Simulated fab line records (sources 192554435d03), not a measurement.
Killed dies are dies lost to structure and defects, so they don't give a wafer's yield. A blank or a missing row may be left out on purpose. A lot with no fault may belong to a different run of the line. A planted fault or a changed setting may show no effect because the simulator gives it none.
fab line records | flow n5_finfet
record lots=7 | wafers=39
route steps=1938 shown FIN_SAQP@96 FIN_CUT@173 SDB@347
start_h: the number of hours between the record's first day and the start of the first shown wafer of the lot | wait_h: hours elapsed since this lot's preceding step | " as in the row above | L1.1+2: one row covering several wafers at once | - no value, or no start given | * or withheld: withheld | < > ~ a bound
route shown NAME@n: names a module that has steps shown in the file, with the first one's number in the route | usual: mean and standard deviation over wafers with no fault | same: alike in all rows | chamber/n: place in a boat | sites: the reading at each site | _std_site: how widely they spread, as a standard deviation | _edge_site: mean of outer sites minus mean of inner sites | radius_mm: for every site, how far away it sits from the centre of the wafer | mask NAME#n: copy n | behind: tool/chamber where the wafer was last shaped | hold: the reason the lot was held/the length of the hold in hours/how it ended | device: whichever transistor did not switch (one of n, p or np) | end of line: the route-end tests of the same wafers | a step with no rows: only its recipe | killed: not the wafer's yield, but the dies lost to structure and defects at the first sort | map: dies across one wafer; x = killed, . = not, _ = none there
set.NAME: setting as actually run; set.NAME@STEP: the setting as run at that earlier step | model.NAME: the simulator's own value behind a step, which no gauge read
lots with deliberately changed settings; one table per step, one row per wafer
## steps
# step N5_FIN_SAQP_HM_DEP_03
# recipe material=SiNx | target_thk_a=380 | temp_c=400 | precursor=SiH4/NH3/N2 | pressure_torr=1.5 | rf_w=300 | time_s=33.6
lot.wafer | tool     | chamber | start_h | wait_h | set.time_s | model.SiNx_of_FIN_SAQP_HM_DEP_03.thk_nm
L076.1+6  | pecvd-03 | 1       | 32.50   | 0.2    | 33.6       | 38.54
L076.2    | "        | 0       | "       | "      | 33.6       | 37.99
L076.3    | "        | 0       | "       | "      | 33.6       | 38.36
L076.4    | "        | 1       | "       | "      | 33.6       | 38.32
L076.5    | "        | 0       | "       | "      | 33.6       | 38.42
L077.1    | pecvd-04 | 2       | 39.22   | 0.2    | 33.6       | 37.23
L077.2    | "        | 1       | "       | "      | 48.61      | 54.15
L077.3    | "        | 0       | "       | "      | 33.6       | 37.44
L077.4    | "        | 0       | "       | "      | 48.61      | 54.83
L077.5    | "        | 2       | "       | "      | 48.61      | 54.42
L077.6    | "        | 1       | "       | "      | 33.6       | 37.87
L078.1    | pecvd-03 | 1       | 44.90   | 0.2    | 52.31      | 58.24
L078.2    | "        | 0       | "       | "      | 33.6       | 37.68
L078.3    | "        | 1       | "       | "      | 52.31      | 59.65
L078.4    | "        | 0       | "       | "      | 33.6       | 38.58
L078.5    | "        | 0       | "       | "      | 52.31      | 59.43
L078.6    | "        | 1       | "       | "      | 33.6       | 38.01
L080.3    | pecvd-03 | 0       | 58.62   | 0.2    | 33.6       | 38.56
L080.5    | "        | 0       | "       | "      | 33.6       | 37.63
L080.6    | "        | 1       | "       | "      | 33.6       | 37.71
L083.1    | pecvd-01 | 2       | 75.52   | 0.2    | 33.6       | 37.33
L083.2+6  | "        | 0,2     | "       | "      | 33.6       | 38.4
L083.3    | "        | 1       | "       | "      | 33.6       | 37.65
L083.4    | "        | 0       | "       | "      | 33.6       | 38.2
L083.5    | "        | 1       | "       | "      | 33.6       | 37.99
L093.1    | pecvd-03 | 0       | 136.30  | 0.2    | 33.6       | 37.93
L093.2    | "        | 2       | "       | "      | 20.89      | 23.38
L093.3    | "        | 1       | "       | "      | 33.6       | 37.42
L093.4    | "        | 1       | "       | "      | 20.89      | 23.6
L093.5    | "        | 2       | "       | "      | 20.89      | 24.24
L093.6    | "        | 0       | "       | "      | 33.6       | 38.42
L095.1    | pecvd-01 | 2       | 147.40  | 0.2    | 33.6       | 38.17
L095.2    | "        | 0       | "       | "      | 33.6       | 38.67
L095.3    | "        | 0       | "       | "      | 33.6       | 38.72
L095.4    | "        | 2       | "       | "      | 33.6       | 38.76
L095.5    | "        | 0       | "       | "      | 33.6       | 39.94
L095.6    | "        | 2       | "       | "      | 33.6       | 39.37
# step N5_FIN_SAQP_THK_MEAS_05
# usual thk_nm=38.1/0.52
lot.wafer | tool          | chamber | start_h | wait_h | set.time_s@FIN_SAQP_HM_DEP_03 | thk_nm
L076.1    | film_metro-01 | -       | 32.62   | 0.1    | 33.6                          | 38.6
L076.2    | "             | -       | "       | "      | 33.6                          | 38.1
L076.3    | "             | -       | "       | "      | 33.6                          | 38.4
L076.4    | "             | -       | "       | "      | 33.6                          | 38.3
L076.5    | "             | -       | "       | "      | 33.6                          | 38.4
L076.6    | "             | -       | "       | "      | 33.6                          | 38.6
L077.1    | film_metro-01 | -       | 39.30   | 0.1    | 33.6                          | 37.2
L077.2    | "             | -       | "       | "      | 48.61                         | 54.2
L077.3    | "             | -       | "       | "      | 33.6                          | 37.4
L077.4    | "             | -       | "       | "      | 48.61                         | 54.8
L077.5    | "             | -       | "       | "      | 48.61                         | 54.4
L077.6    | "             | -       | "       | "      | 33.6                          | 37.9
L078.1    | film_metro-02 | -       | 45.01   | 0.1    | 52.31                         | 58.3
L078.2    | "             | -       | "       | "      | 33.6                          | 37.7
L078.3    | "             | -       | "       | "      | 52.31                         | 59.7
L078.4    | "             | -       | "       | "      | 33.6                          | 38.5
L078.5    | "             | -       | "       | "      | 52.31                         | 59.4
L078.6    | "             | -       | "       | "      | 33.6                          | 38.1
L080.3    | film_metro-02 | -       | 58.73   | 0.1    | 33.6                          | 38.6
L080.5    | "             | -       | "       | "      | 33.6                          | 37.7
L080.6    | "             | -       | "       | "      | 33.6                          | 37.8
L083.1    | film_metro-02 | -       | 75.61   | 0.1    | 33.6                          | 37.4
L083.2    | "             | -       | "       | "      | 33.6                          | 38.4
L083.3    | "             | -       | "       | "      | 33.6                          | 37.6
L083.4    | "             | -       | "       | "      | 33.6                          | 38.2
L083.5    | "             | -       | "       | "      | 33.6                          | 38.0
L083.6    | "             | -       | "       | "      | 33.6                          | 38.4
L093.1    | film_metro-01 | -       | 136.39  | 0.1    | 33.6                          | 37.9
L093.2    | "             | -       | "       | "      | 20.89                         | 23.3
L093.3    | "             | -       | "       | "      | 33.6                          | 37.4
L093.4    | "             | -       | "       | "      | 20.89                         | 23.6
L093.5    | "             | -       | "       | "      | 20.89                         | 24.3
L093.6    | "             | -       | "       | "      | 33.6                          | 38.4
L095.1    | film_metro-02 | -       | 147.52  | 0.1    | 33.6                          | 38.2
L095.2    | "             | -       | "       | "      | 33.6                          | 38.7
L095.3    | "             | -       | "       | "      | 33.6                          | 38.7
L095.4    | "             | -       | "       | "      | 33.6                          | 38.8
L095.5    | "             | -       | "       | "      | 33.6                          | 39.9
L095.6    | "             | -       | "       | "      | 33.6                          | 39.4
# step N5_FIN_SAQP_PECVD_47
# recipe material=a-Si | target_thk_a=450 | temp_c=400 | precursor=SiH4/He | pressure_torr=3 | rf_w=100 | time_s=36.3
# step N5_FIN_SAQP_PECVD_48
# recipe material=SiNx | target_thk_a=250 | temp_c=400 | precursor=SiH4/NH3/N2 | pressure_torr=1.5 | rf_w=300 | time_s=22.1
# step N5_FIN_SAQP_MANDREL2_REMOVE_60
# recipe chemistry=HBr/Cl2/O2 | bt_time_s=10 | target=a-Si | stop_on=SiNx | endpoint=OES-SiCl | over_etch_frac=1 | icp_w=600 | bias_w=22 | HBr_flow_sccm=150 | Cl2_flow_sccm=80 | O2_flow_sccm=5 | pressure_mtorr=10
# step N5_FIN_SAQP_HM_OPEN_33
# recipe chemistry=CH3F/O2 | target=SiNx | mask_material=SiO2 | target_depth_a=494 | time_s=70.6 | pressure_mtorr=30 | source_w=395 | bias_w=73 | Ar_flow_sccm=150 | CH3F_flow_sccm=30 | O2_flow_sccm=20 | ion_energy_ev=120 | ends=cleared
# usual etch_rf_on_time_s=69.1/1.6
lot.wafer | tool        | chamber | start_h | wait_h | set.time_s@FIN_SAQP_HM_DEP_03 | etch_rf_on_time_s | model.etch.depth_nm
L076.1    | rie_diel-04 | 1       | 37.90   | 0.0    | 33.6                          | 72.0              | 37.92
L076.2    | "           | 3       | "       | "      | 33.6                          | 68.0              | 37.37
L076.3    | "           | 2       | "       | "      | 33.6                          | 71.8              | 37.73
L076.4    | "           | 0       | "       | "      | 33.6                          | 69.2              | 37.69
L076.5    | "           | 3       | "       | "      | 33.6                          | 69.0              | 37.79
L076.6    | "           | 2       | "       | "      | 33.6                          | 72.1              | 37.92
L077.1    | rie_diel-05 | 2       | 44.64   | 0.0    | 33.6                          | 66.4              | 36.6
L077.2    | "           | 1       | "       | "      | 48.61                         | 96.3              | 53.53
L077.3    | "           | 3       | "       | "      | 33.6                          | 65.1              | 36.77
L077.4    | "           | 0       | "       | "      | 48.61                         | 101.0             | 54.08
L077.5    | "           | 1       | "       | "      | 48.61                         | 96.0              | 53.66
L077.6    | "           | 2       | "       | "      | 33.6                          | 67.2              | 37.24
L078.1    | rie_diel-04 | 2       | 49.71   | 0.0    | 52.31                         | 110.2             | 57.49
L078.2    | "           | 0       | "       | "      | 33.6                          | 68.4              | 37.01
L078.3    | "           | 3       | "       | "      | 52.31                         | 107.2             | 59.03
L078.4    | "           | 2       | "       | "      | 33.6                          | 72.1              | 37.95
L078.5    | "           | 3       | "       | "      | 52.31                         | 107.8             | 58.68
L078.6    | "           | 0       | "       | "      | 33.6                          | 69.4              | 37.34
L080.3    | rie_diel-04 | 3       | 63.39   | 0.0    | 33.6                          | 68.5              | 37.93
L080.5    | "           | 1       | "       | "      | 33.6                          | 68.4              | 37.01
L080.6    | "           | 0       | "       | "      | 33.6                          | 68.5              | 37.08
L083.1    | rie_diel-04 | 1       | 80.95   | 0.1    | 33.6                          | 69.1              | 36.7
L083.2    | "           | 2       | "       | "      | 33.6                          | 72.0              | 37.6
L083.3    | "           | 0       | "       | "      | 33.6                          | 69.1              | 36.76
L083.4    | "           | 3       | "       | "      | 33.6                          | 68.6              | 37.51
L083.5    | "           | 2       | "       | "      | 33.6                          | 71.6              | 37.09
L083.6    | "           | 1       | "       | "      | 33.6                          | 70.7              | 37.71
L093.1    | rie_diel-06 | 3       | 141.00  | 0.0    | 33.6                          | 67.5              | 37.3
L093.2    | "           | 2       | "       | "      | 20.89                         | 40.7              | 22.48
L093.3    | "           | 1       | "       | "      | 33.6                          | 68.4              | 36.73
L093.4    | "           | 3       | "       | "      | 20.89                         | 41.3              | 22.8
L093.5    | "           | 1       | "       | "      | 20.89                         | 43.7              | 23.45
L093.6    | "           | 2       | "       | "      | 33.6                          | 68.4              | 37.52
L095.1    | rie_diel-04 | 1       | 152.52  | 0.0    | 33.6                          | 69.6              | 37.54
L095.2    | "           | 2       | "       | "      | 33.6                          | 71.8              | 38
L095.3    | "           | 3       | "       | "      | 33.6                          | 69.2              | 38.09
L095.4    | "           | 0       | "       | "      | 33.6                          | 70.0              | 38.01
L095.5    | "           | 0       | "       | "      | 33.6                          | 72.0              | 39.26
L095.6    | "           | 3       | "       | "      | 33.6                          | 70.6              | 38.74
# step N5_FIN_CUT_CUT_ETCH_26
# recipe chemistry=CH3F/O2 | target=SiNx | target_depth_a=390 | mask_material=SOC | time_s=55.7 | pressure_mtorr=30 | source_w=395 | bias_w=73 | Ar_flow_sccm=150 | CH3F_flow_sccm=30 | O2_flow_sccm=20 | ion_energy_ev=120
lot.wafer | tool        | chamber | start_h | wait_h | set.time_s | model.etch.depth_nm | model.SOC_of_FIN_CUT_COAT_18.thk_nm
L076.1    | rie_diel-02 | 0       | 39.29   | 0.0    | 55.7       | 38.86               | 211
L076.2    | "           | 1       | "       | "      | 71.34      | 49.08               | 205.6
L076.3    | "           | 2       | "       | "      | 55.7       | 39.58               | 210.6
L076.4    | "           | 3       | "       | "      | 55.7       | 38.69               | 211
L076.5    | "           | 2       | "       | "      | 71.34      | 51.26               | 204.4
L076.6    | "           | 3       | "       | "      | 71.34      | 49.37               | 205.4
L077.1    | rie_diel-03 | 3       | 46.19   | 0.0    | 26.5       | 18.45               | 221.4
L077.2    | "           | 2       | "       | "      | 55.7       | 38.98               | 211.4
L077.3    | "           | 1       | "       | "      | 26.5       | 18.41               | 221
L077.4    | "           | 0       | "       | "      | 55.7       | 38.52               | 211.8
L077.5    | "           | 3       | "       | "      | 26.5       | 18.35               | 221.6
L077.6    | "           | 2       | "       | "      | 55.7       | 39.13               | 211.4
L078.1    | rie_diel-03 | 1       | 51.98   | 0.0    | 55.7       | 38.62               | 212.6
L078.2    | "           | 3       | "       | "      | 84.9       | 58.56               | 203.4
L078.3    | "           | 2       | "       | "      | 84.9       | 59.64               | 203
L078.4    | "           | 0       | "       | "      | 55.7       | 38.77               | 212.8
L078.5    | "           | 0       | "       | "      | 84.9       | 58.55               | 203
L078.6    | "           | 3       | "       | "      | 55.7       | 38.85               | 212.4
L080.3    | rie_diel-03 | 3       | 64.79   | 0.0    | 55.7       | 38.45               | 211.6
L080.5    | "           | 3       | "       | "      | 55.7       | 38.55               | 211.8
L080.6    | "           | 0       | "       | "      | 55.7       | 38.46               | 211.8
L083.1    | rie_diel-01 | 1       | 82.48   | 0.0    | 26.73      | 18.73               | 220.6
L083.2    | "           | 2       | "       | "      | 26.73      | 18.14               | 222
L083.3    | "           | 0       | "       | "      | 55.7       | 38.03               | 211.4
L083.4    | "           | 3       | "       | "      | 26.73      | 19.05               | 221
L083.5    | "           | 0       | "       | "      | 55.7       | 38.28               | 211.2
L083.6    | "           | 3       | "       | "      | 55.7       | 39.94               | 211.4
L093.1    | rie_diel-03 | 1       | 142.40  | 0.0    | 55.7       | 38.96               | 210.4
L093.2    | "           | 3       | "       | "      | 55.7       | 39.47               | 210.4
L093.3    | "           | 2       | "       | "      | 55.7       | 38.69               | 210.2
L093.4    | "           | 0       | "       | "      | 37.75      | 26.56               | 216.4
L093.5    | "           | 2       | "       | "      | 37.75      | 26.59               | 216.2
L093.6    | "           | 3       | "       | "      | 37.75      | 26.67               | 216.2
L095.1    | rie_diel-01 | 1       | 153.92  | 0.0    | 55.7       | 38.85               | 211
L095.2    | "           | 2       | "       | "      | 80.59      | 57.62               | 202.8
L095.3    | "           | 0       | "       | "      | 80.59      | 54.99               | 204.4
L095.4    | "           | 3       | "       | "      | 80.59      | 57.73               | 201.8
L095.5    | "           | 0       | "       | "      | 55.7       | 37.96               | 212.4
L095.6    | "           | 3       | "       | "      | 55.7       | 39.61               | 211.6
# step N5_SDB_HM_DEP_00
# recipe material=SiNx | target_thk_a=400 | temp_c=400 | precursor=SiH4/NH3/N2 | pressure_torr=1.5 | rf_w=300 | time_s=35.3
lot.wafer | tool     | chamber | start_h | wait_h | set.target_thk_a | model.SiNx_of_SDB_HM_DEP_00.thk_nm
L076.1    | pecvd-04 | 2       | 80.27   | 0.0    | 400              | 39.6
L076.2+4  | "        | 0,1     | "       | "      | 400              | 40.4
L076.3+6  | "        | 1,0     | "       | "      | 400              | 40.2
L076.5    | "        | 2       | "       | "      | 400              | 40.8
L077.1    | pecvd-04 | 0       | 85.59   | 0.0    | 622.4            | 62.2
L077.2    | "        | 1       | "       | "      | 400              | 39.4
L077.3    | "        | 2       | "       | "      | 400              | 39.2
L077.4    | "        | 0       | "       | "      | 622.4            | 63
L077.5    | "        | 1       | "       | "      | 400              | 39.6
L077.6    | "        | 2       | "       | "      | 622.4            | 62.6
L078.1+5  | pecvd-04 | 0,2     | 90.22   | 0.0    | 400              | 40
L078.2    | "        | 1       | "       | "      | 474.5            | 47.2
L078.3    | "        | 2       | "       | "      | 474.5            | 46.8
L078.4    | "        | 1       | "       | "      | 474.5            | 47.6
L078.6    | "        | 0       | "       | "      | 400              | 40.2
L080.3    | pecvd-01 | 0       | 105.40  | 0.0    | 400              | 40.4
L080.5    | "        | 0       | "       | "      | 400              | 41
L080.6    | "        | 1       | "       | "      | 400              | 40.6
L083.1    | pecvd-01 | 0       | 120.51  | 0.0    | 400              | 39.4
L083.2+4  | "        | 1       | "       | "      | 490.9            | 49
L083.3    | "        | 2       | "       | "      | 400              | 39.6
L083.5    | "        | 2       | "       | "      | 400              | 40.4
L083.6    | "        | 0       | "       | "      | 490.9            | 49.4
L093.1    | pecvd-01 | 2       | 179.10  | 0.0    | 400              | 39.6
L093.2    | "        | 0       | "       | "      | 268.2            | 26.8
L093.3    | "        | 1       | "       | "      | 268.2            | 26
L093.4    | "        | 2       | "       | "      | 400              | 40.8
L093.5    | "        | 1       | "       | "      | 268.2            | 27.2
L093.6    | "        | 0       | "       | "      | 400              | 41.2
L095.1    | pecvd-01 | 2       | 190.46  | 0.0    | 326.1            | 32
L095.2    | "        | 0       | "       | "      | 400              | 39.4
L095.3    | "        | 1       | "       | "      | 326.1            | 31.8
L095.4    | "        | 1       | "       | "      | 400              | 39.6
L095.5    | "        | 0       | "       | "      | 400              | 40.6
L095.6    | "        | 2       | "       | "      | 326.1            | 32.4
# step N5_SDB_COAT_03
# recipe resist=SOC | temp_c=250 | time_s=60 | spin_rpm=1500 | resist_thk_nm=100
# step N5_SDB_COAT_04
# recipe resist=SiARC | temp_c=220 | time_s=60 | spin_rpm=1500 | resist_thk_nm=18
# step N5_SDB_STRIP_19
# recipe chemistry=N2/H2 | temp_c=40 | n2_flow_sccm=200 | h2_flow_sccm=200 | rf_frequency_hz=6e+07
# step N5_SDB_STRIP_21
# recipe chemistry=CF4 | resist=SiARC | power_w=300 | bias_power_w=75 | pressure_mtorr=50 | cf4_flow_sccm=150 | rf_frequency_hz=6e+07
# step N5_SDB_HM_OPEN_20
# recipe chemistry=CH3F/O2 | target=SiNx | mask_material=SOC | target_depth_a=240 | stop_on=poly-Si | over_etch_frac=0.4 | ion_energy_ev=120 | pressure_mtorr=30 | source_w=395 | bias_w=73 | Ar_flow_sccm=150 | CH3F_flow_sccm=30 | O2_flow_sccm=20
lot.wafer | tool        | chamber | start_h | wait_h | set.target_thk_a@SDB_HM_DEP_00 | model.etch.depth_nm
L076.1    | rie_diel-06 | 0       | 81.21   | 0.0    | 400                            | 23.54
L076.2    | "           | 2       | "       | "      | 400                            | 24.34
L076.3    | "           | 3       | "       | "      | 400                            | 24.12
L076.4    | "           | 1       | "       | "      | 400                            | 24.38
L076.5    | "           | 0       | "       | "      | 400                            | 24.8
L076.6    | "           | 3       | "       | "      | 400                            | 24.29
L077.1    | rie_diel-05 | 2       | 86.36   | 0.0    | 622.4                          | 33.8
L077.2    | "           | 3       | "       | "      | 400                            | 23.49
L077.3    | "           | 1       | "       | "      | 400                            | 23.18
L077.4    | "           | 0       | "       | "      | 622.4                          | 32.64
L077.5    | "           | 3       | "       | "      | 400                            | 23.67
L077.6    | "           | 0       | "       | "      | 622.4                          | 32.91
L078.1    | rie_diel-05 | 0       | 91.02   | 0.0    | 400                            | 23.96
L078.2    | "           | 1       | "       | "      | 474.5                          | 31.18
L078.3    | "           | 3       | "       | "      | 474.5                          | 30.86
L078.4    | "           | 2       | "       | "      | 474.5                          | 31.55
L078.5    | "           | 1       | "       | "      | 400                            | 24.1
L078.6    | "           | 2       | "       | "      | 400                            | 24.23
L080.3    | rie_diel-05 | 3       | 106.04  | 0.0    | 400                            | 24.4
L080.5    | "           | 2       | "       | "      | 400                            | 24.91
L080.6    | "           | 3       | "       | "      | 400                            | 24.55
L083.1    | rie_diel-04 | 3       | 122.25  | 0.0    | 400                            | 23.43
L083.2    | "           | 1       | "       | "      | 490.9                          | 32.94
L083.3    | "           | 2       | "       | "      | 400                            | 23.65
L083.4    | "           | 0       | "       | "      | 490.9                          | 33.02
L083.5    | "           | 0       | "       | "      | 400                            | 24.4
L083.6    | "           | 3       | "       | "      | 490.9                          | 33.39
L093.1    | rie_diel-06 | 3       | 179.81  | 0.0    | 400                            | 23.69
L093.2    | "           | 2       | "       | "      | 268.2                          | 10.8
L093.3    | "           | 1       | "       | "      | 268.2                          | 9.998
L093.4    | "           | 0       | "       | "      | 400                            | 24.85
L093.5    | "           | 3       | "       | "      | 268.2                          | 11.14
L093.6    | "           | 0       | "       | "      | 400                            | 25.23
L095.1    | rie_diel-05 | 0       | 191.22  | 0.0    | 326.1                          | 16.07
L095.2    | "           | 1       | "       | "      | 400                            | 23.5
L095.3    | "           | 2       | "       | "      | 326.1                          | 15.84
L095.4    | "           | 3       | "       | "      | 400                            | 23.69
L095.5    | "           | 2       | "       | "      | 400                            | 24.66
L095.6    | "           | 3       | "       | "      | 326.1                          | 16.5
# step N5_SDB_STRIP_22
# recipe chemistry=N2/H2 | power_w=1000 | temp_c=250 | h2_frac=0.65 | overash_fraction=0.3 | pressure_mtorr=withheld | n2_flow_sccm=1750 | h2_flow_sccm=3250
# step N5_SDB_PRECLEAN_23
# recipe chemistry=dHF | time_s=30 | temp_c=25 | dilution=withheld
# step N5_SDB_DUMMY_REMOVE_24
# recipe chemistry=TMAH | temp_c=70 | target=poly-Si | stop_on=SiO2 | target_depth_nm=142 | conc_wt_pct=5 | time_s=57 | dry=ipa_marangoni | rinse_time_s=30 | rinse_temp_c=23
# step N5_SDB_ETCH_25
# recipe chemistry=C4F6/O2 | target=SiO2 | target_depth_a=100 | time_s=3.3 | ion_energy_ev=250 | mask_material=SiNx | pressure_mtorr=30 | source_w=345 | bias_w=185 | Ar_flow_sccm=300 | C4F6_flow_sccm=10 | O2_flow_sccm=10
lot.wafer | tool        | chamber | start_h | wait_h | set.target_thk_a@SDB_HM_DEP_00 | model.SiNx_of_SDB_HM_DEP_00.thk_nm
L076.1    | rie_diel-04 | 3       | 81.60   | 0.0    | 400                            | 37.8
L076.2+4  | "           | 0,2     | "       | "      | 400                            | 38.8
L076.3    | "           | 1       | "       | "      | 400                            | 38.4
L076.5    | "           | 1       | "       | "      | 400                            | 39.2
L076.6    | "           | 0       | "       | "      | 400                            | 38.6
L077.1    | rie_diel-04 | 2       | 87.09   | 0.5    | 622.4                          | 60.6
L077.2    | "           | 3       | "       | "      | 400                            | 37.8
L077.3    | "           | 1       | "       | "      | 400                            | 37.6
L077.4    | "           | 0       | "       | "      | 622.4                          | 61.4
L077.5    | "           | 3       | "       | "      | 400                            | 38
L077.6    | "           | 2       | "       | "      | 622.4                          | 61
L078.1    | rie_diel-06 | 1       | 91.32   | 0.0    | 400                            | 38.4
L078.2    | "           | 0       | "       | "      | 474.5                          | 45.6
L078.3    | "           | 3       | "       | "      | 474.5                          | 45.2
L078.4    | "           | 1       | "       | "      | 474.5                          | 46
L078.5+6  | "           | 3,0     | "       | "      | 400                            | 38.6
L080.3    | rie_diel-06 | 1       | 106.56  | 0.2    | 400                            | 38.8
L080.5    | "           | 3       | "       | "      | 400                            | 39.4
L080.6    | "           | 0       | "       | "      | 400                            | 39
L083.1    | rie_diel-06 | 2       | 123.01  | 0.5    | 400                            | 37.8
L083.2+4  | "           | 0       | "       | "      | 490.9                          | 47.4
L083.3    | "           | 1       | "       | "      | 400                            | 38
L083.5    | "           | 1       | "       | "      | 400                            | 38.8
L083.6    | "           | 2       | "       | "      | 490.9                          | 47.8
L093.1    | rie_diel-05 | 0       | 180.27  | 0.2    | 400                            | 38
L093.2    | "           | 1       | "       | "      | 268.2                          | 25.2
L093.3    | "           | 3       | "       | "      | 268.2                          | 24.4
L093.4    | "           | 2       | "       | "      | 400                            | 39.2
L093.5    | "           | 3       | "       | "      | 268.2                          | 25.4
L093.6    | "           | 2       | "       | "      | 400                            | 39.6
L095.1    | rie_diel-06 | 1       | 191.87  | 0.4    | 326.1                          | 30.4
L095.2    | "           | 3       | "       | "      | 400                            | 37.8
L095.3    | "           | 0       | "       | "      | 326.1                          | 30.2
L095.4    | "           | 2       | "       | "      | 400                            | 38
L095.5    | "           | 2       | "       | "      | 400                            | 39
L095.6    | "           | 3       | "       | "      | 326.1                          | 30.8
## key
split step=N5_FIN_SAQP_HM_DEP_03 | setting=time_s | stated=33.6 | by=wafer
response step=N5_FIN_SAQP_HM_DEP_03 | reading=model.SiNx_of_FIN_SAQP_HM_DEP_03.thk_nm | change=+0.378 | per=1% | r=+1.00
response step=N5_FIN_SAQP_THK_MEAS_05 | reading=thk_nm | change=* | per=1% | r=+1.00
response step=N5_FIN_SAQP_HM_OPEN_33 | reading=etch_rf_on_time_s | change=* | per=1% | r=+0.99
response step=N5_FIN_SAQP_HM_OPEN_33 | reading=model.etch.depth_nm | change=+0.377 | per=1% | r=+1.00
split step=N5_FIN_CUT_CUT_ETCH_26 | setting=time_s | stated=55.7 | by=wafer
response step=N5_FIN_CUT_CUT_ETCH_26 | reading=model.etch.depth_nm | change=+0.39 | per=1% | r=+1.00
response step=N5_FIN_CUT_CUT_ETCH_26 | reading=model.SOC_of_FIN_CUT_COAT_18.thk_nm | change=-0.188 | per=1% | r=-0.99
split step=N5_SDB_HM_DEP_00 | setting=target_thk_a | stated=400 | by=wafer
response step=N5_SDB_HM_DEP_00 | reading=model.SiNx_of_SDB_HM_DEP_00.thk_nm | change=+0.415 | per=1% | r=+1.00
response step=N5_SDB_HM_OPEN_20 | reading=model.etch.depth_nm | change=+0.276 | per=1% | r=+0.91
response step=N5_SDB_ETCH_25 | reading=model.SiNx_of_SDB_HM_DEP_00.thk_nm | change=+0.416 | per=1% | r=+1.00
